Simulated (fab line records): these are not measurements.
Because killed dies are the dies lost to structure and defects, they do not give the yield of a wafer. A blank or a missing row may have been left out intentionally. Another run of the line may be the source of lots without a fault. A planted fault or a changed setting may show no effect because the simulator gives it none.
Which tool did it? | flow nandHarc | 43 wafers from 15 lots sampled at 5 of the route's 1302 steps

## WHAT THE GAUGES READ, wafer by wafer
NHARC_A_BONDPAD_THK_MEAS_20: measures by xrf.
lot  | measured     | on           | thkNm (nm)
L828 | day 23 04:58 | filmMetro-02 | 168.9 169.4 169.5
L829 | day 23 21:27 | filmMetro-02 | 169.1 169.7 172.4
L830 | day 25 00:31 | filmMetro-01 | 170.3 170.5 170.7
L831 | day 24 03:23 | filmMetro-01 | 171.8 169.4 168.4
L832 | day 23 23:31 | filmMetro-02 | 171.7 169.8 170.0
L834 | day 25 07:46 | filmMetro-01 | 169.0 169.9 168.3
L835 | day 26 08:30 | filmMetro-01 | 168.0 172.0 169.9
L838 | day 27 17:04 | filmMetro-01 | 168.5
L839 | day 27 19:04 | filmMetro-01 | 170.6
L840 | day 28 10:28 | filmMetro-02 | 168.4
L848 | day 31 11:18 | filmMetro-02 | 169.4 169.9 170.4
L847 | day 32 02:28 | filmMetro-01 | 170.8 170.1 171.4
L849 | day 31 09:37 | filmMetro-02 | 170.3 169.5 167.1
L850 | day 32 00:32 | filmMetro-01 | 170.1 168.5 172.5
L851 | day 32 15:37 | filmMetro-02 | 172.9 168.7 171.7

NHARC_END_SORT_01.
lot  | measured     | on        | killedAtArray | killedAtOther | killedAtPeriphery | killedDies | killedOpen | killedShort
L838 | day 28 22:59 | prober-02 | 49 39         | 1 0           | 627 10            | 677 49     | 5 1        | 1 2
L839 | day 28 21:23 | prober-01 | 46 58         | 0 0           | 631 9             | 677 67     | 2 4        | 2 2
L840 | day 29 19:37 | prober-02 | 71 77 72      | 1 0 0         | 605 600 2         | 677 677 74 | 4 4 1      | 2 4 3

## WHAT TOOL EACH LOT RAN ON (gives the tool, then ch and the chambers of the sampled wafers, and finally the start)
lot  | NHARC_P_STI_HDPCVD_20          | NHARC_A_BONDPAD_PVD_27                 | NHARC_THIN_TSV_PVD_51
L828 | hdpcvd-01 ch 0,1, day 3 03:58  | pvdSputter-01, day 23 04:58 or earlier | pvdSputter-03, no start
L829 | hdpcvd-01 ch 0,1, day 3 18:08  | pvdSputter-01, day 23 21:27 or earlier | pvdSputter-02, no start
L830 | hdpcvd-01 ch 0,1, day 4 02:30  | pvdSputter-03, day 25 00:31 or earlier | pvdSputter-03, no start
L831 | hdpcvd-01 ch 0, day 4 13:52    | pvdSputter-03, day 24 03:23 or earlier | pvdSputter-01, no start
L832 | hdpcvd-01 ch 0,1, day 4 21:44  | pvdSputter-03, day 23 23:31 or earlier | pvdSputter-01, no start
L834 | hdpcvd-01 ch 0,1, day 5 18:32  | pvdSputter-03, day 25 07:46 or earlier | pvdSputter-03, no start
L835 | hdpcvd-01 ch 0,1, day 6 02:35  | pvdSputter-03, day 26 08:30 or earlier | pvdSputter-01, no start
L838 | hdpcvd-01 ch 0, day 7 09:46    | pvdSputter-03, day 27 17:04 or earlier | pvdSputter-01, day 28 22:59 or earlier
L839 | hdpcvd-01 ch 0,1, day 7 19:36  | pvdSputter-01, day 27 19:04 or earlier | pvdSputter-01, day 28 21:23 or earlier
L840 | hdpcvd-01 ch 0,1, day 8 06:44  | pvdSputter-03, day 28 10:28 or earlier | pvdSputter-01, day 29 19:37 or earlier
L848 | hdpcvd-01 ch 0,1, day 11 17:40 | pvdSputter-01, day 31 11:18 or earlier | pvdSputter-03, no start
L847 | hdpcvd-01 ch 0,1, day 11 18:04 | pvdSputter-01, day 32 02:28 or earlier | pvdSputter-02, no start
L849 | hdpcvd-01 ch 0, day 11 22:59   | pvdSputter-03, day 31 09:37 or earlier | pvdSputter-01, no start
L850 | hdpcvd-01 ch 0,1, day 12 09:32 | pvdSputter-01, day 32 00:32 or earlier | pvdSputter-01, no start
L851 | hdpcvd-01 ch 0,1, day 12 19:26 | pvdSputter-03, day 32 15:37 or earlier | pvdSputter-02, no start
- NHARC_P_STI_HDPCVD_20: deposits SiO2.
- NHARC_A_BONDPAD_PVD_27: deposits Cu, target thk 30 nm, time 20.49 s.
- NHARC_THIN_TSV_PVD_51: deposits Cu, target thk 100 nm.

## AS READ BY THE TOOLS THEMSELVES (means over the sampled wafers that have a number; for cases with no such wafer, the mark the record gives instead)
NHARC_A_BONDPAD_PVD_27.
lot  | tool          | throttleValvePct (%)
L828 | pvdSputter-01 | 29.8
L829 | pvdSputter-01 | 30.2
L830 | pvdSputter-03 | 30.6
L831 | pvdSputter-03 | 30.1
L832 | pvdSputter-03 | 30.4
L834 | pvdSputter-03 | 30.4
L835 | pvdSputter-03 | 30.5
L838 | pvdSputter-03 | 30.5
L839 | pvdSputter-01 | 30.5
L840 | pvdSputter-03 | 30.8
L848 | pvdSputter-01 | 30.3
L847 | pvdSputter-01 | 31.1
L849 | pvdSputter-03 | 30.5
L850 | pvdSputter-01 | 30.6
L851 | pvdSputter-03 | 31.1

NHARC_THIN_TSV_PVD_51.
lot  | tool          | throttleValvePct (%)
L828 | pvdSputter-03 | 30.0
L829 | pvdSputter-02 | 30.1
L830 | pvdSputter-03 | 30.3
L831 | pvdSputter-01 | 31.3
L832 | pvdSputter-01 | 31.2
L834 | pvdSputter-03 | 30.3
L835 | pvdSputter-01 | 30.9
L838 | pvdSputter-01 | 31.4
L839 | pvdSputter-01 | 31.2
L840 | pvdSputter-01 | 30.6
L848 | pvdSputter-03 | 30.8
L847 | pvdSputter-02 | 30.1
L849 | pvdSputter-01 | 30.3
L850 | pvdSputter-01 | 30.2
L851 | pvdSputter-02 | 29.9

## THE ANSWER, worked out from the rows above alone
Rule: usual is defined by the lots themselves. Put in order of their means at a reading, lots are off if they are a third of the lots or fewer, leave a main group of 4 or more, and stand apart from it by a gap of 3 or more times the standard deviation of the main group's means; of several such gaps the widest counts. The tables above print the reading to a certain number of digits; a main group whose means all agree to those digits is not used. A lot without any number at a reading at which 4 lots or more have one is off too. The other lots that the step has rows for count as sound. After the gauges, taken in route order, come the tools' own readings; for these a lot's mean is taken, as printed above. The first step at which some lot is off is used, and at that step the reading that is off furthest; a lot without a number counts as furthest.
None of the lots is off at any reading shown; this tells nothing.

## WHAT THE SIMULATOR HAD INSERTED
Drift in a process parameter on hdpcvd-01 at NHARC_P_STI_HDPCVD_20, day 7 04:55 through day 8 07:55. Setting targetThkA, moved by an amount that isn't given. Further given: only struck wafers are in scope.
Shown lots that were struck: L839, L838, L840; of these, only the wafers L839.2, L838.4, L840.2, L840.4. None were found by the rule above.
